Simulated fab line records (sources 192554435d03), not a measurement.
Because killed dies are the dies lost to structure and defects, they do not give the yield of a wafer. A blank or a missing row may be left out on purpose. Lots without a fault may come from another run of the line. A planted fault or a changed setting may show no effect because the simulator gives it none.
Split-lot trial	flow n5 finfet	39 wafers read across 7 lots, on a route 1938 steps long

## THE SPLIT
At N5_WELL_APT_IMPLANT_15, the setting energy kev was moved away from the recipe's 25 on 15 of the 39 wafers read, by -15.2% to +15.2%. All remaining wafers had this setting at the recipe value.

The reading comes from the split's own step.

## THE READING
The simulator's own value implant.drp nm, read by no gauge, in nm at N5_WELL_APT_IMPLANT_15. No usual value for it is given in the file.

wafer	tool, chamber at the split	energy kev as run	against the recipe	implant.drp nm, nm	against lot-mates on the recipe
L078.1	implanter-02, 0	25	recipe	8.457	-
L078.3	implanter-02, 0	25	recipe	8.457	-
L078.4	implanter-02, 0	25	recipe	8.457	-
L078.2	implanter-02, 0	26.58	+6.3%	8.834	+0.377
L078.5	implanter-02, 0	26.58	+6.3%	8.834	+0.377
L078.6	implanter-02, 0	26.58	+6.3%	8.834	+0.377
L080.1	implanter-02, 0	25	recipe	8.457	-
L080.2	implanter-02, 0	25	recipe	8.457	-
L080.3	implanter-02, 0	25	recipe	8.457	-
L080.4	implanter-02, 0	23.91	-4.4%	8.195	-0.262
L080.5	implanter-02, 0	23.91	-4.4%	8.195	-0.262
L080.6	implanter-02, 0	23.91	-4.4%	8.195	-0.262
L081.1	implanter-01, 0	21.21	-15.2%	7.535	-0.922
L081.3	implanter-01, 0	21.21	-15.2%	7.535	-0.922
L081.4	implanter-01, 0	21.21	-15.2%	7.535	-0.922
L081.2	implanter-01, 0	25	recipe	8.457	-
L081.5	implanter-01, 0	25	recipe	8.457	-
L081.6	implanter-01, 0	25	recipe	8.457	-
L086.1	implanter-01, 0	25	recipe	8.457	-
L086.3	implanter-01, 0	25	recipe	8.457	-
L086.6	implanter-01, 0	25	recipe	8.457	-
L089.1	implanter-01, 0	25	recipe	8.457	-
L089.4	implanter-01, 0	25	recipe	8.457	-
L089.5	implanter-01, 0	25	recipe	8.457	-
L089.2	implanter-01, 0	28.79	+15.2%	9.357	+0.900
L089.3	implanter-01, 0	28.79	+15.2%	9.357	+0.900
L089.6	implanter-01, 0	28.79	+15.2%	9.357	+0.900
L091.1	implanter-01, 0	25	recipe	8.457	-
L091.2	implanter-01, 0	25	recipe	8.457	-
L091.4	implanter-01, 0	25	recipe	8.457	-
L091.3	implanter-01, 0	27.23	+8.9%	8.989	+0.532
L091.5	implanter-01, 0	27.23	+8.9%	8.989	+0.532
L091.6	implanter-01, 0	27.23	+8.9%	8.989	+0.532
L095.1	implanter-01, 0	25	recipe	8.457	-
L095.2	implanter-01, 0	25	recipe	8.457	-
L095.3	implanter-01, 0	25	recipe	8.457	-
L095.4	implanter-01, 0	25	recipe	8.457	-
L095.5	implanter-01, 0	25	recipe	8.457	-
L095.6	implanter-01, 0	25	recipe	8.457	-

THE FIT
A straight line over all 39 wafers: implant.drp nm changes by +0.06 nm for each +1% of energy kev; r = +1.00; the points scatter about the line by 0.004 nm.
The same after taking each lot's own level away (the mean of its wafers on the recipe; 39 wafers): +0.06 nm for each +1%; r = +1.00; scatter 0.004 nm.
The reading moves by 0.91 nm for the largest change in energy kev, on that fit.
The lots' own levels span 8.4570 to 8.4570 nm.
The two slopes are in agreement: the lot-to-lot level therefore moves the slope only a little.
Check: for one of the wafers moved furthest among these (-15.2%), held out of the fit, the line's prediction against its lot-mates is -0.91 nm. It came out at -0.922 nm against them.

## THE WHOLE CHAIN: every reading that the file lists as answering this split, in the file's order
step	what it does	reading	change (the file's fit)	r (the file's)
N5_WELL_APT_IMPLANT_15		implant.rp nm (the simulator's own value, which no gauge read)	+0.141 nm for each +1% of the setting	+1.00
N5_WELL_APT_IMPLANT_15		implant.drp nm (the simulator's own value, which no gauge read)	+0.06 nm for each +1% of the setting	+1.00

## THE FILE'S OWN FIT
implant.drp nm changes by +0.06 nm for each +1% of energy kev, r = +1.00.
